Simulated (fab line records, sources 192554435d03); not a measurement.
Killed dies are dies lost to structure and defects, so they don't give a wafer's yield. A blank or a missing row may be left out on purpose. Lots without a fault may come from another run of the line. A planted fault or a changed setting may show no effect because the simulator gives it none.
Split-lot experiment | flow n5_finfet | 7 lots, 21 wafers read, on a route of 1938 steps

THE SPLIT
At N5_BEOL_M1_ETCH_70 (etches SOC in N2/H2, target depth 80 nm, overetch 16 nm, time 120 s), the setting time_s was moved away from the recipe's 120 s on 4 of the 21 wafers read, by -10.1% to +21.1%. The other wafers ran this setting at the recipe's value.

The reading is taken at the split's own step.

THE READING
SiARC_of_BEOL_M1_COAT_68.thk_nm (the simulator's own value, which no gauge read), in nm, at N5_BEOL_M1_ETCH_70 (etches SOC in N2/H2, target depth 80 nm, overetch 16 nm, time 120 s). The file gives no usual value for it. The 17 wafers here that ran the recipe average 6.5 nm, standard deviation 0.098 nm.

wafer  | tool, chamber at the split | time_s as run, s | against the recipe | SiARC_of_BEOL_M1_COAT_68.thk_nm, nm | against lot-mates on the recipe
L078.1 | rie_diel-05, 3             | 120              | recipe             | 6.4                                 | -
L078.3 | rie_diel-05, 1             | 120              | recipe             | 6.6                                 | -
L078.6 | rie_diel-05, 1             | 120              | recipe             | 6.6                                 | -
L079.1 | rie_diel-05, 2             | 120              | recipe             | 6.4                                 | -
L079.3 | rie_diel-05, 0             | 128.4            | +7.0%              | 6.2                                 | -0.3
L079.6 | rie_diel-05, 3             | 120              | recipe             | 6.6                                 | -
L081.3 | rie_diel-05, 2             | 107.9            | -10.1%             | 7                                   | +0.6
L081.5 | rie_diel-05, 0,3           | 120              | recipe             | 6.4                                 | -
L081.6 | rie_diel-05, 0,3           | 120              | recipe             | 6.4                                 | -
L088.1 | rie_diel-05, 0             | 120              | recipe             | 6.4                                 | -
L088.3 | rie_diel-05, 3,1           | 120              | recipe             | 6.6                                 | -
L088.4 | rie_diel-05, 3,1           | 120              | recipe             | 6.6                                 | -
L090.2 | rie_diel-05, 2,0           | 120              | recipe             | 6.4                                 | -
L090.5 | rie_diel-05, 2,0           | 120              | recipe             | 6.4                                 | -
L090.4 | rie_diel-05, 3             | 145.3            | +21.1%             | 5.4                                 | -1.0
L092.1 | rie_diel-04, 1             | 120              | recipe             | 6.4                                 | -
L092.3 | rie_diel-04, 3             | 120              | recipe             | 6.6                                 | -
L092.5 | rie_diel-04, 3             | 120              | recipe             | 6.6                                 | -
L095.1 | rie_diel-04, 3             | 141.8            | +18.2%             | 5.6                                 | -0.8
L095.3 | rie_diel-04, 0,2           | 120              | recipe             | 6.4                                 | -
L095.6 | rie_diel-04, 0,2           | 120              | recipe             | 6.4                                 | -
Where a row lists several chambers, the file gives one row for several wafers and doesn't say which wafer went through which chamber.

THE FIT
A straight line over all 21 wafers: SiARC_of_BEOL_M1_COAT_68.thk_nm changes by -0.0499 nm for each +1% of time_s; r = -0.96; the points scatter about the line by 0.095 nm.
The same after taking each lot's own level away (the mean of its wafers on the recipe; 21 wafers): -0.0477 nm for each +1%; r = -0.97; scatter 0.079 nm.
On that fit, the largest move of time_s shifts the reading by 1 nm.
The lots' own levels span 6.40 to 6.53 nm, that is 1.4 times the standard deviation above.
So the lot-to-lot level changes the slope little: the two slopes agree.
Check: with one of the wafers moved furthest among these (+21.1%) left out of the fit, the line predicts -0.991 nm for it against its lot-mates. It came out at -1 nm against them.

OTHER SPLITS ON THESE WAFERS
These wafers also went through other splits before the reading. Each is held against what the fit with the lots' levels taken away leaves over:
other split on the same wafers  | wafers away from the commonest value | r with SiARC_of_BEOL_M1_COAT_68.thk_nm (lot level and that fit taken away)
N5_BEOL_M0_SAQP_PECVD_00 time_s | 8                                    | -0.01
N5_BEOL_M0_SAQP_PECVD_97 time_s | 8                                    | +0.05
N5_BEOL_M0_ETCH_138 source_w    | 7                                    | +0.07

THE FILE'S OWN FIT
SiARC_of_BEOL_M1_COAT_68.thk_nm changes by -0.0473 nm for each +1% of time_s, r = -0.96.
